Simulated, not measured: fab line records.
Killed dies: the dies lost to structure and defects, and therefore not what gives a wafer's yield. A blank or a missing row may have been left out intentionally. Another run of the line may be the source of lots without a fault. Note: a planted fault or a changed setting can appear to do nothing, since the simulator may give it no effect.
Which tool is to blame? -- flow nand-harc -- 24 lots, 72 wafers sampled, at 3 steps of a route of 1159

WHAT THE GAUGES READ, wafer by wafer
NHARC_P_CONTACT_INSPECT_27. Usual: 298 for raw-defect-count, sd 120.
lot,measured,on,raw-defect-count,flag
L075,day 6 03:34,defect-inspect-02,260 332 309,
L074,day 6 04:05,defect-inspect-01,220 186 259,
L077,day 6 07:28,defect-inspect-02,197 199 302,
L076,day 6 12:10,defect-inspect-01,161 188 140,
L078,day 6 18:12,defect-inspect-01,330 532 294,
L079,day 6 18:45,defect-inspect-02,324 286 472,
L082,day 7 16:27,defect-inspect-01,286 436 516,
L081,day 7 16:59,defect-inspect-01,290 180 204,
L080,day 7 17:32,defect-inspect-02,151 180 113,
L083,day 8 01:43,defect-inspect-01,444 324 393,
L084,day 8 10:14,defect-inspect-01,205 555 396,
L086,day 8 21:51,defect-inspect-01,400 250 333,
L085,day 8 22:22,defect-inspect-01,257 339 481,
L089,day 9 00:38,defect-inspect-01,291 220 305,
L088,day 9 09:23,defect-inspect-01,186 238 127,
L087,day 9 03:22,defect-inspect-01,130 147 249,
L090,day 10 01:01,defect-inspect-02,348 375 369,
L091,day 10 01:34,defect-inspect-01,210 226 317,
L092,day 10 06:58,defect-inspect-02,334 472 388,
L094,day 10 13:56,defect-inspect-01,215 262 275,
L093,day 10 12:11,defect-inspect-02,145 192 318,
L095,day 10 23:07,defect-inspect-01,337 260 349,
L096,day 11 03:57,defect-inspect-01,317 435 526,
L097,day 11 12:26,defect-inspect-01,204 375 370,

TOOL THAT RAN EACH LOT (tool first, then ch and the chambers of the sampled wafers, then the start)
lot,NHARC_P_GATE_HM_OPEN_105,NHARC_P_CONTACT_DEGAS_38
L075,"rie-diel-13 ch 0,1,3, day 5 17:31 or earlier","pvd-sputter-03, day 5 17:31"
L074,"rie-diel-03 ch 1,2,3, day 5 18:21 or earlier","pvd-sputter-01, day 5 18:21"
L077,"rie-diel-03 ch 0,1,3, day 6 05:46 or earlier","pvd-sputter-02, day 6 05:46"
L076,"rie-diel-03 ch 0,1,3, day 6 06:26 or earlier","pvd-sputter-01, day 6 06:26"
L078,"rie-diel-03 ch 0,2,3, day 6 16:34 or earlier","pvd-sputter-01, day 6 16:34"
L079,"rie-diel-03 ch 1,2, day 6 17:13 or earlier","pvd-sputter-02, day 6 17:13"
L082,"rie-diel-03 ch 0,2,3, day 7 11:42 or earlier","pvd-sputter-02, day 7 11:42"
L081,"rie-diel-13 ch 0,1,2, day 7 12:29 or earlier","pvd-sputter-01, day 7 12:29"
L080,"rie-diel-03 ch 0,1,3, day 7 12:33 or earlier","pvd-sputter-02, day 7 12:33"
L083,"rie-diel-13 ch 0,2,3, day 7 19:58 or earlier","pvd-sputter-03, day 7 19:58"
L084,"rie-diel-13 ch 0,2,3, day 8 07:05 or earlier","pvd-sputter-03, day 8 07:05"
L086,"rie-diel-13 ch 0,2,3, day 8 18:49 or earlier","pvd-sputter-01, day 8 18:49"
L085,"rie-diel-03 ch 0,1,2, day 8 19:23 or earlier","pvd-sputter-03, day 8 19:23"
L089,"rie-diel-13 ch 2,3, day 8 23:09 or earlier","pvd-sputter-02, day 8 23:09"
L088,"rie-diel-03 ch 0,1,2, day 9 05:40 or earlier","pvd-sputter-03, day 9 05:40"
L087,"rie-diel-03 ch 0,3, day 9 01:52 or earlier","pvd-sputter-02, day 9 01:52"
L090,"rie-diel-03 ch 0,3, day 8 18:23","pvd-sputter-03, day 9 19:14"
L091,"rie-diel-13 ch 1,2,3, day 9 20:50 or earlier","pvd-sputter-02, day 9 20:50"
L092,"rie-diel-13 ch 0,3, day 10 05:02 or earlier","pvd-sputter-03, day 10 05:02"
L094,"rie-diel-13 ch 0,2,3, day 10 12:26 or earlier","pvd-sputter-03, day 10 12:26"
L093,"rie-diel-13 ch 0,1,2, day 10 10:41 or earlier","pvd-sputter-02, day 10 10:41"
L095,"rie-diel-13 ch 0,1,3, day 10 21:36 or earlier","pvd-sputter-01, day 10 21:36"
L096,"rie-diel-05 ch 0,1,2, day 10 22:05 or earlier","pvd-sputter-02, day 10 22:05"
L097,"rie-diel-05 ch 0,3, day 11 10:57 or earlier","pvd-sputter-03, day 11 10:57"
- NHARC_P_GATE_HM_OPEN_105: chemistry O2/COS, target depth 360 nm.
- NHARC_P_CONTACT_DEGAS_38: time 60 s.

WHAT THE TOOLS THEMSELVES READ (means of the sampled wafers that have a number; where no wafer has one, the mark that the record gives instead)
NHARC_P_GATE_HM_OPEN_105. Usual: drypump-motor-current-A 5.7 A, standard deviation 0.36; oes-product-au 0.995 a.u., standard deviation 0.009; rf-vpp-V 466 V, standard deviation 3.3; showerhead-plenum-p-Torr 3.07 Torr, standard deviation 0.14; throttle-valve-pct 28.331 %, standard deviation 0.0094.
lot,tool,drypump-motor-current-A (A),oes-product-au (a.u.),rf-vpp-V (V),showerhead-plenum-p-Torr (Torr),throttle-valve-pct (%),flag
L075,rie-diel-13,5.8,0.991,464,3.01,28.328,
L074,rie-diel-03,5.8,1.002,466,3.07,28.328,
L077,rie-diel-03,5.7,1.002,465,3.00,28.345,
L076,rie-diel-03,5.7,1.004,464,3.00,28.336,
L078,rie-diel-03,5.5,0.998,467,3.13,28.332,
L079,rie-diel-03,5.9,0.996,469,3.19,28.322,
L082,rie-diel-03,5.5,1.001,468,3.13,28.333,
L081,rie-diel-13,5.6,1.004,467,3.12,28.336,
L080,rie-diel-03,5.8,1.001,465,3.00,28.332,
L083,rie-diel-13,5.7,0.990,468,3.11,28.338,
L084,rie-diel-13,5.7,0.995,467,3.11,28.326,
L086,rie-diel-13,5.7,0.993,468,3.10,28.320,
L085,rie-diel-03,5.9,1.000,467,3.13,28.332,
L089,rie-diel-13,5.8,0.984,466,3.03,28.326,
L088,rie-diel-03,5.9,0.998,467,3.13,28.329,
L087,rie-diel-03,5.5,1.002,467,3.06,28.329,
L090,rie-diel-03,5.3,0.995,465,2.99,28.331,
L091,rie-diel-13,5.7,0.988,465,3.03,28.323,
L092,rie-diel-13,5.9,0.987,465,2.99,28.331,
L094,rie-diel-13,5.7,0.996,467,3.10,28.334,
L093,rie-diel-13,5.6,0.993,467,3.10,28.325,
L095,rie-diel-13,5.8,0.987,464,2.99,28.338,
L096,rie-diel-05,5.9,0.990,467,3.11,28.334,
L097,rie-diel-05,6.0,0.993,467,3.16,28.336,

NHARC_P_CONTACT_DEGAS_38. Usual: 454 W for heater-power-w, sd 36.
lot,tool,heater-power-w (W),flag
L075,pvd-sputter-03,489,
L074,pvd-sputter-01,454,
L077,pvd-sputter-02,412,
L076,pvd-sputter-01,457,
L078,pvd-sputter-01,458,
L079,pvd-sputter-02,396,
L082,pvd-sputter-02,458,
L081,pvd-sputter-01,463,
L080,pvd-sputter-02,423,
L083,pvd-sputter-03,470,
L084,pvd-sputter-03,484,
L086,pvd-sputter-01,451,
L085,pvd-sputter-03,477,
L089,pvd-sputter-02,417,
L088,pvd-sputter-03,481,
L087,pvd-sputter-02,447,
L090,pvd-sputter-03,464,
L091,pvd-sputter-02,413,
L092,pvd-sputter-03,491,
L094,pvd-sputter-03,498,
L093,pvd-sputter-02,450,
L095,pvd-sputter-01,431,
L096,pvd-sputter-02,404,
L097,pvd-sputter-03,454,

THE ANSWER, worked out from the rows above alone
Rule: take the mean of a lot's wafers that have a number; if it is more than 3 standard deviations from the usual mean, the lot is off. Also off: a lot with no number at a reading for which 4 or more lots have one. Any other lot the step has rows for is counted as sound. Order of review: gauges by route order, followed by the tools' own readings, for which a lot's mean as printed above is used. At the first step where some lot is off, the reading lying furthest off is the one used; lots without a number count as furthest.
No lot is off on any of the readings shown, so nothing can be concluded from this.

WHAT THE SIMULATOR PUT IN
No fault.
